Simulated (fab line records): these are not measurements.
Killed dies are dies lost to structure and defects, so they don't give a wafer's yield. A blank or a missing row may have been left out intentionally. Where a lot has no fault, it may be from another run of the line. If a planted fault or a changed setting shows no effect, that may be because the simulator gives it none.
Matching of chambers || flow n5 finfet || 3 sister chambers for N5_BEOL_M5_ILD_DEP_00 on pecvd-04
The step deposits SiCOH lowk from DEMS/porogen, target thk 140.64 nm, time 25.9 s. 3 wafers are shown with their chamber, then 8 later ones without.

## WAFERS PAIRED WITH THEIR CHAMBERS
{"wafer": "L091.2", "chamber": 0, "throttle valve pct (%)": 15.1}
{"wafer": "L091.5", "chamber": 1, "throttle valve pct (%)": 14.2}
{"wafer": "L095.1", "chamber": 2, "throttle valve pct (%)": 12.4}

## WAFERS WITHOUT THEIR CHAMBER
{"wafer": "L095.4", "throttle valve pct (%)": 12.4}
{"wafer": "L095.6", "throttle valve pct (%)": 15.2}
{"wafer": "L096.2", "throttle valve pct (%)": 12.4}
{"wafer": "L096.3", "throttle valve pct (%)": 15.5}
{"wafer": "L096.4", "throttle valve pct (%)": 14.0}
{"wafer": "L097.1", "throttle valve pct (%)": 13.9}
{"wafer": "L097.3", "throttle valve pct (%)": 15.5}
{"wafer": "L097.6", "throttle valve pct (%)": 15.5}

## CHAMBER TAKEN BY EACH
{"wafer": "L095.4", "from the rows above": 2, "in truth": 2}
{"wafer": "L095.6", "from the rows above": 0, "in truth": 0}
{"wafer": "L096.2", "from the rows above": 2, "in truth": 2}
{"wafer": "L096.3", "from the rows above": 0, "in truth": 0}
{"wafer": "L096.4", "from the rows above": 1, "in truth": 1}
{"wafer": "L097.1", "from the rows above": 1, "in truth": 1}
{"wafer": "L097.3", "from the rows above": 0, "in truth": 0}
{"wafer": "L097.6", "from the rows above": 0, "in truth": 0}
Correctly placed: 8 of 8. From these rows, 0 cannot be placed. Wrongly placed: 0.
How it was worked out, from the rows above alone: a wafer's distance from a chamber is the root of the sum, over the readings, of the square of ((its reading less the chamber's mean) divided by the reading's scatter). The wafer belongs to the nearest chamber; if the next one is less than 2 further off, it can't be placed. A chamber's mean is the mean of its shown wafers. The scatter: with one shown wafer a chamber, the root of the mean of the squares of how far each hidden wafer lies from its nearest shown one.
